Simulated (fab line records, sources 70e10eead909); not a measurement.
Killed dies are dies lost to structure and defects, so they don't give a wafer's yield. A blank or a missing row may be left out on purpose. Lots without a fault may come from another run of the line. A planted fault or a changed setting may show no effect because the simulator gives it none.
Which tool did it? | flow nand_harc | 12 lots, 36 wafers sampled, at 6 steps of a route of 1302

WHAT THE GAUGES READ, wafer by wafer
NHARC_P_START_INSPECT_01. Usual: raw_defect_count 3.3, standard deviation 1.7.
lot  | measured     | on                | raw_defect_count | flag
L938 | day 1 20:02  | defect_inspect-01 | 3 4 1            |
L939 | day 2 06:03  | defect_inspect-02 | 6 3 4            |
L940 | day 2 16:02  | defect_inspect-02 | 5 3 7            |
L943 | day 3 22:02  | defect_inspect-01 | 3 2 7            |
L944 | day 4 08:02  | defect_inspect-01 | 6 2 4            |
L945 | day 4 18:02  | defect_inspect-01 | 3 2 6            |
L946 | day 5 04:02  | defect_inspect-01 | 3 7 2            |
L953 | day 8 02:02  | defect_inspect-01 | 1 4 3            |
L954 | day 8 12:02  | defect_inspect-02 | 3 2 1            |
L958 | day 10 04:02 | defect_inspect-02 | 10 3 0           |
L959 | day 10 14:02 | defect_inspect-01 | 4 6 3            |
L960 | day 11 00:02 | defect_inspect-02 | 2 4 1            |

NHARC_P_ZERO_WELL_CD_MEAS_11: target cd 500 nm. Usual: cd_nm 499.5 nm, standard deviation 2.1.
lot  | measured     | on        | cd_nm (nm)        | flag
L938 | day 1 21:07  | cd_sem-01 | 502.0 503.0 503.7 |
L939 | day 2 07:08  | cd_sem-01 | 498.2 498.6 496.1 |
L940 | day 2 17:07  | cd_sem-03 | 501.9 496.4 495.9 |
L943 | day 3 23:22  | cd_sem-01 | 496.2 499.0 501.4 |
L944 | day 4 09:15  | cd_sem-02 | 496.4 496.0 497.5 |
L945 | day 4 19:14  | cd_sem-03 | 504.3 500.3 501.5 |
L946 | day 5 05:15  | cd_sem-03 | 500.9 498.5 498.7 |
L953 | day 8 03:07  | cd_sem-02 | 496.6 500.5 497.1 |
L954 | day 8 13:14  | cd_sem-01 | 498.5 498.9 501.2 |
L958 | day 10 05:14 | cd_sem-03 | 500.6 501.1 498.7 |
L959 | day 10 15:07 | cd_sem-02 | 500.1 497.2 501.3 |
L960 | day 11 01:07 | cd_sem-02 | 502.3 500.4 498.7 |

NHARC_P_ZERO_WELL_INSPECT_43. Usual: raw_defect_count 12, standard deviation 6.3.
lot  | measured     | on                | raw_defect_count | flag
L938 | day 2 03:25  | defect_inspect-01 | 9 12 8           |
L939 | day 2 13:20  | defect_inspect-01 | 14 28 15         |
L940 | day 2 23:26  | defect_inspect-01 | 8 9 11           |
L943 | day 4 05:56  | defect_inspect-01 | 8 8 13           |
L944 | day 4 15:44  | defect_inspect-02 | 19 31 17         |
L945 | day 5 01:40  | defect_inspect-01 | 7 8 10           |
L946 | day 5 11:35  | defect_inspect-02 | 14 8 7           |
L953 | day 8 09:34  | defect_inspect-02 | 1449 1435 1474   | OFF
L954 | day 8 19:34  | defect_inspect-01 | 1442 1466 1395   | OFF
L958 | day 10 13:02 | defect_inspect-01 | 20 13 8          |
L959 | day 10 21:33 | defect_inspect-01 | 6 6 11           |
L960 | day 11 07:44 | defect_inspect-02 | 10 10 13         |

NHARC_END_SORT_01. Usual: killed_at_array 58, standard deviation 20; killed_at_other 1.0, standard deviation 1.2; killed_at_periphery 4.1, standard deviation 3; killed_dies 63, standard deviation 20; killed_open 3.2, standard deviation 1.7; killed_short 2.5, standard deviation 1.5.
lot  | measured     | on        | killed_at_array | killed_at_other | killed_at_periphery | killed_dies | killed_open | killed_short | flag
L953 | day 30 04:41 | prober-02 | 59 73 64        | 0 0 0           | 115 111 54          | 174 184 118 | 3 4 3       | 3 2 2        | OFF
L954 | day 30 22:38 | prober-02 | 50 45 35        | 1 4 0           | 109 50 108          | 160 99 143  | 4 2 2       | 1 1 2        | OFF

WHICH TOOL RAN EACH LOT (tool, then ch and the chambers of the sampled wafers, then the start)
lot  | NHARC_P_ZERO_WELL_PRECLEAN_68       | NHARC_P_STI_ETCH_42
L938 | wet_bench-06 ch 0,1,4, day 2 02:20  | rie_diel-03 ch 0,2, day 3 07:08
L939 | wet_bench-06 ch 2,4,5, day 2 12:16  | rie_diel-13 ch 0,2,3, day 3 06:58
L940 | wet_bench-06 ch 0,1,4, day 2 22:21  | rie_diel-09 ch 0,1,3, day 3 16:51
L943 | wet_bench-06 ch 2,4,6, day 4 04:52  | rie_diel-09 ch 0,2, day 4 23:01
L944 | wet_bench-01 ch 0,1,3, day 4 14:40  | rie_diel-09 ch 1,2, day 5 06:32
L945 | wet_bench-01 ch 2,6,7, day 5 00:37  | rie_diel-13 ch 0,2,3, day 5 17:19
L946 | wet_bench-06 ch 0,1,2, day 5 10:31  | rie_diel-03 ch 0,2, day 6 03:48
L953 | wet_bench-06 ch 0,2,7, day 8 08:31  | rie_diel-09 ch 0,2,3, day 9 00:20
L954 | wet_bench-06 ch 0,2,7, day 8 18:31  | rie_diel-09 ch 0,1,2, day 9 11:16
L958 | wet_bench-01 ch 1,4,5, day 10 11:58 | rie_diel-03 ch 0,1,2, day 11 04:34
L959 | wet_bench-02 ch 3,4,5, day 10 20:30 | rie_diel-09 ch 0,1,2, day 11 14:43
L960 | wet_bench-01 ch 1,2,6, day 11 06:40 | rie_diel-03 ch 1,3, day 12 01:50
- NHARC_P_ZERO_WELL_PRECLEAN_68: cleans in SC1, time 60 s.
- NHARC_P_STI_ETCH_42: etches the open film in N2/H2, target depth 80 nm, overetch 24 nm, time 61 s.

WHAT THE TOOLS THEMSELVES READ (means of the sampled wafers that have a number; where no wafer has one, the mark that the record gives instead)
NHARC_P_ZERO_WELL_PRECLEAN_68. Usual: bath_guard_temp_C 50.1 C, standard deviation 0.42; h2o2_flow_mL_min 56.62, standard deviation 0.16.
lot  | tool         | bath_guard_temp_C (C) | h2o2_flow_mL_min | flag
L938 | wet_bench-06 | 50.0                  | 56.52            |
L939 | wet_bench-06 | 50.1                  | 56.81            |
L940 | wet_bench-06 | 50.1                  | 56.63            |
L943 | wet_bench-06 | 50.0                  | 56.55            |
L944 | wet_bench-01 | 50.5                  | 56.47            |
L945 | wet_bench-01 | 50.0                  | 56.64            |
L946 | wet_bench-06 | 50.1                  | 56.70            |
L953 | wet_bench-06 | 50.1                  | 56.56            |
L954 | wet_bench-06 | 49.9                  | 56.60            |
L958 | wet_bench-01 | 50.0                  | 56.55            |
L959 | wet_bench-02 | 50.2                  | 56.57            |
L960 | wet_bench-01 | 50.2                  | 56.66            |

NHARC_P_STI_ETCH_42. Usual: drypump_motor_current_A 5.7 A, standard deviation 0.38; oes_product_au 1.000 a.u., standard deviation 0.011; rf_vpp_V 429.6 V, standard deviation 2.5; showerhead_plenum_p_Torr 2.00 Torr, standard deviation 0.09; throttle_valve_pct 14.172 %, standard deviation 0.0093.
lot  | tool        | drypump_motor_current_A (A) | oes_product_au (a.u.) | rf_vpp_V (V) | showerhead_plenum_p_Torr (Torr) | throttle_valve_pct (%) | flag
L938 | rie_diel-03 | 5.4                         | 0.998                 | 430.7        | 2.05                            | 14.172                 |
L939 | rie_diel-13 | 5.4                         | 1.016                 | 429.0        | 1.99                            | 14.179                 |
L940 | rie_diel-09 | 5.7                         | 0.997                 | 428.4        | 1.96                            | 14.166                 |
L943 | rie_diel-09 | 5.9                         | 0.998                 | 433.0        | 2.13                            | 14.161                 |
L944 | rie_diel-09 | 5.4                         | 1.002                 | 430.1        | 2.01                            | 14.177                 |
L945 | rie_diel-13 | 5.4                         | 0.998                 | 429.6        | 1.99                            | 14.175                 |
L946 | rie_diel-03 | 5.6                         | 1.000                 | 431.0        | 2.08                            | 14.168                 |
L953 | rie_diel-09 | 5.9                         | 0.996                 | 431.1        | 2.04                            | 14.175                 |
L954 | rie_diel-09 | 5.7                         | 1.000                 | 431.5        | 2.05                            | 14.172                 |
L958 | rie_diel-03 | 5.6                         | 1.014                 | 429.9        | 2.01                            | 14.173                 |
L959 | rie_diel-09 | 5.7                         | 0.997                 | 429.4        | 2.05                            | 14.174                 |
L960 | rie_diel-03 | 5.8                         | 1.009                 | 428.1        | 1.93                            | 14.181                 |

THE ANSWER, worked out from the rows above alone
Rule: a lot is off if the mean of its wafers that have a number lies more than 3 standard deviations from the usual mean. A lot without any number at a reading at which 4 lots or more have one is off too. The other lots that the step has rows for count as sound. The gauges are gone through in route order, then the tools' own readings, and for those a lot's mean is taken as printed above. The first step at which some lot is off is used, and at that step the reading that is off furthest; a lot without a number counts as furthest.
Off: L953, L954, at NHARC_P_ZERO_WELL_INSPECT_43 (raw_defect_count).
A tool fits if, at a process step before that reading, it ran every lot that is off, and no sound lot after the first of them. The gauges at NHARC_P_ZERO_WELL_INSPECT_43 aren't tried: what is off there is off at NHARC_END_SORT_01 too, on other tools, and a gauge's error can't cause that. One fits: wet_bench-06 at NHARC_P_ZERO_WELL_PRECLEAN_68. Its last sound lot is L946 (day 5 10:31), its first lot that is off L953 (day 8 08:31): a fault that began between those two fits.

WHAT THE SIMULATOR HAD PUT IN
Chamber particle source: wet_bench-06, from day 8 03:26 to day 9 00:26, at NHARC_P_ZERO_WELL_PRECLEAN_68. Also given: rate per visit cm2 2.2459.
Lots struck among those shown: L953, L954. The rule above found the same.
